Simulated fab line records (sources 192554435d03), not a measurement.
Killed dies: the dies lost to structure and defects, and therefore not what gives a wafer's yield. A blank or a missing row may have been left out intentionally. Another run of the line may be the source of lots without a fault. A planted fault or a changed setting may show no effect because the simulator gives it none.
Split-lot study | flow n5 finfet | 7 lots, 39 wafers read, on a route of 1938 steps

## ON THE SPLIT
At N5_DUMMY_GATE_EXPOSE_12 (exposes mask GATE, target cd 25 nm), the setting dose mj was moved away from the recipe's 34 on 15 of the 39 wafers read, by -6.6% to +7.3%. All remaining wafers had this setting at the recipe value.

## FROM THE SPLIT TO THE READING: what the file shows between them, 2 steps
- N5_DUMMY_GATE_PEB_13: peb time 60 s
- N5_DUMMY_GATE_DEVELOP_14: develop time 30 s

## THE READING
Shown in nm: cd nm at N5_DUMMY_GATE_CD_MEAS_15, with target cd 25.8 nm. Fault-free wafers of this fab line usually give 25.02 nm, standard deviation 0.22 nm.

wafer  | tool, chamber at the split | dose mj as run | against the recipe | cd nm, nm | against lot-mates on the recipe
L074.1 | euv scanner-02, 0          | 36.11          | +6.2%              | 24.31     | -0.59
L074.2 | euv scanner-02, 0          | 34             | recipe             | 24.89     | -
L074.3 | euv scanner-02, 0          | 36.11          | +6.2%              | 23.62     | -1.28
L074.4 | euv scanner-02, 0          | 36.11          | +6.2%              | 23.79     | -1.11
L074.5 | euv scanner-02, 0          | 34             | recipe             | 24.93     | -
L074.6 | euv scanner-02, 0          | 34             | recipe             | 24.88     | -
L078.1 | euv scanner-02, 0          | 34             | recipe             | 25.12     | -
L078.2 | euv scanner-02, 0          | 36.48          | +7.3%              | 23.80     | -1.22
L078.3 | euv scanner-02, 0          | 34             | recipe             | 25.00     | -
L078.4 | euv scanner-02, 0          | 34             | recipe             | 24.95     | -
L078.5 | euv scanner-02, 0          | 36.48          | +7.3%              | 24.11     | -0.91
L078.6 | euv scanner-02, 0          | 36.48          | +7.3%              | 23.38     | -1.64
L079.1 | euv scanner-01, 0          | 34             | recipe             | 24.93     | -
L079.2 | euv scanner-01, 0          | 34             | recipe             | 24.94     | -
L079.3 | euv scanner-01, 0          | 34             | recipe             | 25.04     | -
L079.4 | euv scanner-01, 0          | 34             | recipe             | 25.42     | -
L079.5 | euv scanner-01, 0          | 34             | recipe             | 25.07     | -
L079.6 | euv scanner-01, 0          | 34             | recipe             | 25.22     | -
L081.1 | euv scanner-02, 0          | 34             | recipe             | 25.05     | -
L081.2 | euv scanner-02, 0          | 32.9           | -3.2%              | 25.55     | +0.41
L081.3 | euv scanner-02, 0          | 32.9           | -3.2%              | 25.42     | +0.28
L081.4 | euv scanner-02, 0          | 32.9           | -3.2%              | 25.56     | +0.42
L081.5 | euv scanner-02, 0          | 34             | recipe             | 25.18     | -
L081.6 | euv scanner-02, 0          | 34             | recipe             | 25.19     | -
L088.1 | euv scanner-01, 0          | 31.76          | -6.6%              | 26.42     | +1.14
L088.2 | euv scanner-01, 0          | 31.76          | -6.6%              | 26.45     | +1.17
L088.3 | euv scanner-01, 0          | 34             | recipe             | 25.00     | -
L088.4 | euv scanner-01, 0          | 34             | recipe             | 25.22     | -
L088.5 | euv scanner-01, 0          | 34             | recipe             | 25.63     | -
L088.6 | euv scanner-01, 0          | 31.76          | -6.6%              | 26.41     | +1.13
L094.3 | euv scanner-01, 0          | 34             | recipe             | 25.52     | -
L094.4 | euv scanner-01, 0          | 34             | recipe             | 24.89     | -
L094.5 | euv scanner-01, 0          | 34             | recipe             | 24.91     | -
L095.1 | euv scanner-02, 0          | 35.59          | +4.7%              | 24.13     | -0.86
L095.2 | euv scanner-02, 0          | 34             | recipe             | 24.98     | -
L095.3 | euv scanner-02, 0          | 34             | recipe             | 24.77     | -
L095.4 | euv scanner-02, 0          | 35.59          | +4.7%              | 24.26     | -0.73
L095.5 | euv scanner-02, 0          | 35.59          | +4.7%              | 24.11     | -0.88
L095.6 | euv scanner-02, 0          | 34             | recipe             | 25.22     | -

THE FIT
A straight line over all 39 wafers: cd nm changes by -0.187 nm for each +1% of dose mj; r = -0.95; the points scatter about the line by 0.22 nm.
The same after taking each lot's own level away (the mean of its wafers on the recipe; 39 wafers): -0.166 nm for each +1%; r = -0.95; scatter 0.2 nm.
On that fit, the largest move of dose mj shifts the reading by 1.2 nm.
Measured against the standard deviation above, the lots' own levels, which go from 24.900 to 25.283 nm, span 1.7 times it.
Thus the slope moves with the lot-to-lot level: the two fits are different.
Check: with one of the wafers moved furthest among these (+7.3%) left out of the fit, the line predicts -1.23 nm for it against its lot-mates. Against them it came out at -1.22 nm.

## THESE WAFERS: OTHER SPLITS
Before the reading, these wafers also passed through other splits. Each is held against what the fit with the lots' levels taken away leaves over:
other split on the same wafers | wafers away from the commonest value | r with cd nm (lot level and that fit taken away)
N5_FIN_SAQP_HM_DEP_03 time s   | 9                                    | -0.07
N5_FIN_SAQP_ETCH_52 source w   | 12                                   | +0.05

## THE FILE'S OWN FIT
cd nm changes by -0.167 nm for each +1% of dose mj, r = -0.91.
